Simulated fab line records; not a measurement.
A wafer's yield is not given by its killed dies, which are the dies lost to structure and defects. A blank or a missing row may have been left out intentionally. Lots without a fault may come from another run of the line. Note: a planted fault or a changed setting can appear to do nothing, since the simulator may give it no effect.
A lot that was struck, set against a sound lot | flow nand_harc | 14 steps out of a route of 1302
Sound: the wafers L231.3, L231.4, L231.6. Wafers L238.1, L238.3, L238.5 were the ones struck. Last of all comes the cause.
Each step with rows lists, per side, the tool, then ch with its chambers, then its first start. Under that, the readings that differ: sound wafers | struck wafers | difference of the means | sigmas: that difference in standard deviations of wafers without a fault.
alike: a reading whose means differ by less than 2 such deviations, as well as words and numbers matching on both sides. not compared: withheld readings; readings where some wafer has no value; bounds like >300 that might hide an equal value; numbers whose values overlap and for which the record gives no deviation.
A row with sigmas, a row that says differs or no value, or rows on one side alone: a step with any of these is where the two part. Non-overlapping numbers with no deviation appear without sigmas and do not part them. A reading missing from all wafers of one side parts the sides only when that side holds two or more wafers.

first, 1 step without rows for these wafers: NHARC_A_CONTACT_STRIP_83 (strips in post etch residue remover, time 600 s).
NHARC_A_CONTACT_DEP_84: deposits aC, target thk 2800 nm.
  sound on acl_dep-01 ch 0, day 22 18:26; struck on acl_dep-01 ch 0, day 26 08:50
  reading              | sound                | struck               | difference | sigmas
  susceptor_temp_C (C) | 399.46 399.84 399.93 | 400.41 400.32 400.47 | +0.66      | +3
  alike: throttle_valve_pct
NHARC_A_CONTACT_DEP_85: deposits SiON, target thk 60 nm.
  sound on pecvd-01 ch 1,2, day 22 19:38; struck on pecvd-02 ch 0,2, day 26 10:36
  alike: heater_power_outer_w, heater_power_w, susceptor_temp_C
then, 9 steps without rows for these wafers: NHARC_A_CONTACT_DEHYDRATE_00 (time 120 s); NHARC_A_CONTACT_HMDS_01 (time 30 s); NHARC_A_CONTACT_COAT_86 (time 75 s); NHARC_A_CONTACT_COAT_87 (time 65 s); NHARC_A_CONTACT_COAT_02 (resist thk 90 nm); NHARC_A_CONTACT_SOFTBAKE_03 (time 55 s); NHARC_A_CONTACT_EBR_04; NHARC_A_CONTACT_EXPOSE_05 (exposes mask A CC); NHARC_A_CONTACT_PEB_06 (peb time 65 s).
NHARC_A_CONTACT_DEVELOP_07: develop time 35 s.
  struck on litho_track-01, day 26 11:00; sound on litho_track-06 ch 0, day 22 20:00
  no value came back on the struck wafers for chill_plate_temp_C (C), develop_time_s (s); on the sound wafers chill_plate_temp_C (C) reads 23.15 23.09 23.09
NHARC_A_CONTACT_CD_MEAS_08 targets a cd of 200 nm.
  sound on cd_sem-03 ch 0, day 22 20:14; struck on cd_sem-03 ch 0, day 26 11:19
  reading    | sound             | struck | difference                    | sigmas
  cd_nm (nm) | 200.6 200.1 199.6 | - - -  | no value on the struck wafers |

== WHERE THEY PART ==
Earliest at NHARC_A_CONTACT_DEP_84; latest, in this record, at NHARC_A_CONTACT_CD_MEAS_08.

WHY: what had been put in by the simulator
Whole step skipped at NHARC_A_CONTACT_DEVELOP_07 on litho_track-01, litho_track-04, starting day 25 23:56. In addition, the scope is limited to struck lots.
